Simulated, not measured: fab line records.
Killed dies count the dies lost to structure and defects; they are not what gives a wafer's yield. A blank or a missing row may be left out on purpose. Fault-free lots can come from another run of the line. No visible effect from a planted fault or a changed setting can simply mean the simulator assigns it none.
Split-lot study || flow n5 finfet || route with 1938 steps; 7 lots, 21 wafers read

ON THE SPLIT
At N5_BEOL_M14_PEB_08 (peb time 90 s), the setting peb temp c was moved away from the recipe's 130 C on 9 of the 21 wafers read, by -2.1% to +2.5%. For the rest of the wafers, this setting stayed at what the recipe calls for.

FROM THE SPLIT TO THE READING: what the file shows between them, 5 steps
- N5_BEOL_M14_DEVELOP_09: develop time 45 s
- N5_BEOL_M14_HARDBAKE_14: time 120 s
- N5_BEOL_M14_CD_MEAS_10: target cd 250 nm
- N5_BEOL_M14_STRIP_71: strips in post etch residue remover, time 60 s
- N5_BEOL_M14_SRD_72: time 30 s, dry time 30 s

THE READING
cd nm at N5_BEOL_M14_CD_MEAS_17, given in nm (cd target 250 nm). Fault-free wafers of this fab line usually give 250.3 nm, standard deviation 2.4 nm.

{"wafer": "L080.2", "tool, chamber at the split": "litho track-03, 0", "peb temp c as run, C": 130, "against the recipe": "recipe", "cd nm, nm": 253.9, "against lot-mates on the recipe": "-"}
{"wafer": "L080.3", "tool, chamber at the split": "litho track-03, 0", "peb temp c as run, C": 130, "against the recipe": "recipe", "cd nm, nm": 249.8, "against lot-mates on the recipe": "-"}
{"wafer": "L080.4", "tool, chamber at the split": "litho track-03, 0", "peb temp c as run, C": 127.3, "against the recipe": "-2.1%", "cd nm, nm": 232.7, "against lot-mates on the recipe": -19.2}
{"wafer": "L078.2", "tool, chamber at the split": "litho track-05, 0", "peb temp c as run, C": 132.5, "against the recipe": "+1.9%", "cd nm, nm": 262.0, "against lot-mates on the recipe": "+9.7"}
{"wafer": "L078.4", "tool, chamber at the split": "litho track-05, 0", "peb temp c as run, C": 130, "against the recipe": "recipe", "cd nm, nm": 252.3, "against lot-mates on the recipe": "-"}
{"wafer": "L078.5", "tool, chamber at the split": "litho track-05, 0", "peb temp c as run, C": 132.5, "against the recipe": "+1.9%", "cd nm, nm": 266.2, "against lot-mates on the recipe": "+13.9"}
{"wafer": "L083.1", "tool, chamber at the split": "litho track-05, 0", "peb temp c as run, C": 130, "against the recipe": "recipe", "cd nm, nm": 247.4, "against lot-mates on the recipe": "-"}
{"wafer": "L083.3", "tool, chamber at the split": "litho track-05, 0", "peb temp c as run, C": 130, "against the recipe": "recipe", "cd nm, nm": 253.9, "against lot-mates on the recipe": "-"}
{"wafer": "L083.6", "tool, chamber at the split": "litho track-05, 0", "peb temp c as run, C": 130, "against the recipe": "recipe", "cd nm, nm": 254.2, "against lot-mates on the recipe": "-"}
{"wafer": "L086.1", "tool, chamber at the split": "litho track-05, 0", "peb temp c as run, C": 130, "against the recipe": "recipe", "cd nm, nm": 252.6, "against lot-mates on the recipe": "-"}
{"wafer": "L086.5", "tool, chamber at the split": "litho track-05, 0", "peb temp c as run, C": 128.3, "against the recipe": "-1.3%", "cd nm, nm": 238.5, "against lot-mates on the recipe": -14.1}
{"wafer": "L086.6", "tool, chamber at the split": "litho track-05, 0", "peb temp c as run, C": 128.3, "against the recipe": "-1.3%", "cd nm, nm": 241.9, "against lot-mates on the recipe": -10.7}
{"wafer": "L089.1", "tool, chamber at the split": "litho track-05, 0", "peb temp c as run, C": 131.9, "against the recipe": "+1.5%", "cd nm, nm": 261.4, "against lot-mates on the recipe": "+5.9"}
{"wafer": "L089.3", "tool, chamber at the split": "litho track-05, 0", "peb temp c as run, C": 131.9, "against the recipe": "+1.5%", "cd nm, nm": 257.4, "against lot-mates on the recipe": "+1.9"}
{"wafer": "L089.6", "tool, chamber at the split": "litho track-05, 0", "peb temp c as run, C": 130, "against the recipe": "recipe", "cd nm, nm": 255.5, "against lot-mates on the recipe": "-"}
{"wafer": "L094.2", "tool, chamber at the split": "litho track-05, 0", "peb temp c as run, C": 133.3, "against the recipe": "+2.5%", "cd nm, nm": 265.0, "against lot-mates on the recipe": "+19.4"}
{"wafer": "L094.4", "tool, chamber at the split": "litho track-05, 0", "peb temp c as run, C": 133.3, "against the recipe": "+2.5%", "cd nm, nm": 261.9, "against lot-mates on the recipe": "+16.3"}
{"wafer": "L094.6", "tool, chamber at the split": "litho track-05, 0", "peb temp c as run, C": 130, "against the recipe": "recipe", "cd nm, nm": 245.6, "against lot-mates on the recipe": "-"}
{"wafer": "L092.2", "tool, chamber at the split": "litho track-04, 0", "peb temp c as run, C": 130, "against the recipe": "recipe", "cd nm, nm": 250.4, "against lot-mates on the recipe": "-"}
{"wafer": "L092.3", "tool, chamber at the split": "litho track-04, 0", "peb temp c as run, C": 130, "against the recipe": "recipe", "cd nm, nm": 250.9, "against lot-mates on the recipe": "-"}
{"wafer": "L092.6", "tool, chamber at the split": "litho track-04, 0", "peb temp c as run, C": 130, "against the recipe": "recipe", "cd nm, nm": 251.5, "against lot-mates on the recipe": "-"}

FIT RESULTS
A straight line over all 21 wafers: cd nm changes by +6.46 nm for each +1% of peb temp c; r = +0.93; the points scatter about the line by 3.1 nm.
The same after taking each lot's own level away (the mean of its wafers on the recipe; 21 wafers): +7.09 nm for each +1%; r = +0.95; scatter 2.9 nm.
On that fit, the largest move of peb temp c shifts the reading by 18 nm.
Across the lots, their own levels run from 245.60 to 255.50 nm, a range of 4.1 times the standard deviation given above.
The two slopes agree, so the slope changes little with the lot-to-lot level.
Check: with one of the wafers moved furthest among these (+2.5%) left out of the fit, the line predicts +16 nm for it against its lot-mates. Against them it came out at +19.4 nm.

THE WHOLE CHAIN: every reading that the file lists as answering this split, in the file's order
{"step": "N5_BEOL_M14_CD_MEAS_10", "what it does": "target cd 250 nm", "reading": "cd nm", "change (the file's fit)": "+7.43 nm for each +1% of the setting", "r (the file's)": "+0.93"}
{"step": "N5_BEOL_M14_CD_MEAS_17", "what it does": "target cd 250 nm", "reading": "cd nm", "change (the file's fit)": "+7.09 nm for each +1% of the setting", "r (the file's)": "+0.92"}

FILE'S OWN FIT
cd nm changes by +7.09 nm for each +1% of peb temp c, r = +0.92.
